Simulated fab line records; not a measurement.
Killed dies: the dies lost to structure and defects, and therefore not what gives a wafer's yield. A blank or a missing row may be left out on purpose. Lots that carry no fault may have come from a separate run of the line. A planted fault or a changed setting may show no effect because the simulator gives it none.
Lot-split experiment + flow n5_finfet + 7 lots, 21 wafers read, on a route of 1938 steps

== ABOUT THE SPLIT ==
At N5_BEOL_M2_COAT_73 (time 60 s, resist thk 5 nm), the setting spin_rpm was moved away from the recipe's 1500 rpm on 5 of the 21 wafers read, by -9.9% to +11.3%. For the rest of the wafers, this setting stayed at what the recipe calls for.

== FROM SPLIT TO READING: 1 step shown by the file between the two ==
- N5_BEOL_M2_DESCUM_16: chemistry O2, time 7 s (also split here: time_s)

== THE READING ==
etch.depth_nm (the simulator's own value, which no gauge read), in nm, at N5_BEOL_M2_ETCH_74 (etches underlayer in N2/H2, target depth 6.5 nm, time 5.2 s). There is no usual value for it anywhere in the file. The 16 wafers here that ran the recipe average 4.987 nm, standard deviation 0.017 nm.

| wafer  | tool, chamber at the split | spin_rpm as run, rpm | against the recipe | etch.depth_nm, nm | against lot-mates on the recipe |
|--------|----------------------------|----------------------|--------------------|-------------------|---------------------------------|
| L077.3 | litho_track-02, 0          | 1500                 | recipe             | 4.975             | -                               |
| L077.4 | litho_track-02, 0          | 1500                 | recipe             | 4.984             | -                               |
| L077.5 | litho_track-02, 0          | 1500                 | recipe             | 4.981             | -                               |
| L078.2 | litho_track-02, 0          | 1500                 | recipe             | 4.946             | -                               |
| L078.5 | litho_track-02, 0          | 1500                 | recipe             | 4.974             | -                               |
| L078.6 | litho_track-02, 0          | 1354                 | -9.7%              | 5.242             | +0.282                          |
| L082.1 | litho_track-02, 0          | 1500                 | recipe             | 4.979             | -                               |
| L082.2 | litho_track-02, 0          | 1548                 | +3.2%              | 4.915             | -0.064                          |
| L082.5 | litho_track-02, 0          | 1548                 | +3.2%              | 4.906             | -0.073                          |
| L090.1 | litho_track-02, 0          | 1500                 | recipe             | 4.995             | -                               |
| L090.3 | litho_track-02, 0          | 1500                 | recipe             | 4.998             | -                               |
| L090.6 | litho_track-02, 0          | 1669                 | +11.3%             | 4.722             | -0.274                          |
| L091.1 | litho_track-01, 0          | 1500                 | recipe             | 4.984             | -                               |
| L091.3 | litho_track-01, 0          | 1500                 | recipe             | 5.004             | -                               |
| L091.4 | litho_track-01, 0          | 1500                 | recipe             | 5.007             | -                               |
| L095.1 | litho_track-01, 0          | 1500                 | recipe             | 5.016             | -                               |
| L095.3 | litho_track-01, 0          | 1352                 | -9.9%              | 5.279             | +0.264                          |
| L095.5 | litho_track-01, 0          | 1500                 | recipe             | 5.014             | -                               |
| L097.1 | litho_track-04, 0          | 1500                 | recipe             | 4.974             | -                               |
| L097.2 | litho_track-04, 0          | 1500                 | recipe             | 4.988             | -                               |
| L097.4 | litho_track-04, 0          | 1500                 | recipe             | 4.974             | -                               |

THE FIT
A straight line over all 21 wafers: etch.depth_nm changes by -0.026 nm for each +1% of spin_rpm; r = -0.99; the points scatter about the line by 0.019 nm.
The same after taking each lot's own level away (the mean of its wafers on the recipe; 21 wafers): -0.0261 nm for each +1%; r = -1.00; scatter 0.011 nm.
That fit puts the effect of the largest move of spin_rpm on the reading at 0.29 nm.
From 4.9600 to 5.0150 nm: that is the span of the lots' own levels, equal to 3.1 times the standard deviation above.
Hence the lot-to-lot level has little effect on the slope; both slopes agree.
Check: -0.302 nm against its lot-mates is what the line predicts for one of the wafers moved furthest among these (+11.3%) when that wafer is left out of the fit. Against them it came out at -0.274 nm.

== THE OTHER SPLITS THESE WAFERS WENT THROUGH ==
These wafers also went through other splits before the reading. Each is held against what the fit with the lots' levels taken away leaves over:
| other split on the same wafers                  | wafers away from the commonest value | r with etch.depth_nm (lot level and that fit taken away) |
|-------------------------------------------------|--------------------------------------|----------------------------------------------------------|
| N5_MOL_CONTACT_COAG_COAT_104 spin_rpm           | 6                                    | -0.02                                                    |
| N5_MOL_CONTACT_COAG_PECVD_31 temp_c             | 9                                    | -0.34                                                    |
| N5_MOL_CONTACT_COAG_ETCHBACK_136 target_depth_a | 6                                    | -0.05                                                    |
| N5_MOL_CONTACT_COAG_CVD_140 target_thk_a        | 4                                    | -0.31                                                    |
| N5_BEOL_M0_SAQP_COAT_08 spin_rpm                | 6                                    | +0.05                                                    |
| N5_BEOL_M0_CUTY_EXPOSE_54 dose_mj               | 4                                    | +0.01                                                    |
| N5_BEOL_M2_DESCUM_16 time_s                     | 6                                    | -0.15                                                    |

== THE WHOLE CHAIN: every reading that the file lists as answering this split, in the file's order ==
| step               | what it does                                                | reading                                                        | change (the file's fit)                | r (the file's) |
|--------------------|-------------------------------------------------------------|----------------------------------------------------------------|----------------------------------------|----------------|
| N5_BEOL_M2_ETCH_74 | etches underlayer in N2/H2, target depth 6.5 nm, time 5.2 s | etch_rf_on_time_s                                              | withheld for each +1% of the setting   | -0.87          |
| N5_BEOL_M2_ETCH_74 | etches underlayer in N2/H2, target depth 6.5 nm, time 5.2 s | etch.depth_nm (the simulator's own value, which no gauge read) | -0.0263 nm for each +1% of the setting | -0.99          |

== FILE'S OWN FIT ==
etch.depth_nm changes by -0.0263 nm for each +1% of spin_rpm, r = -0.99.
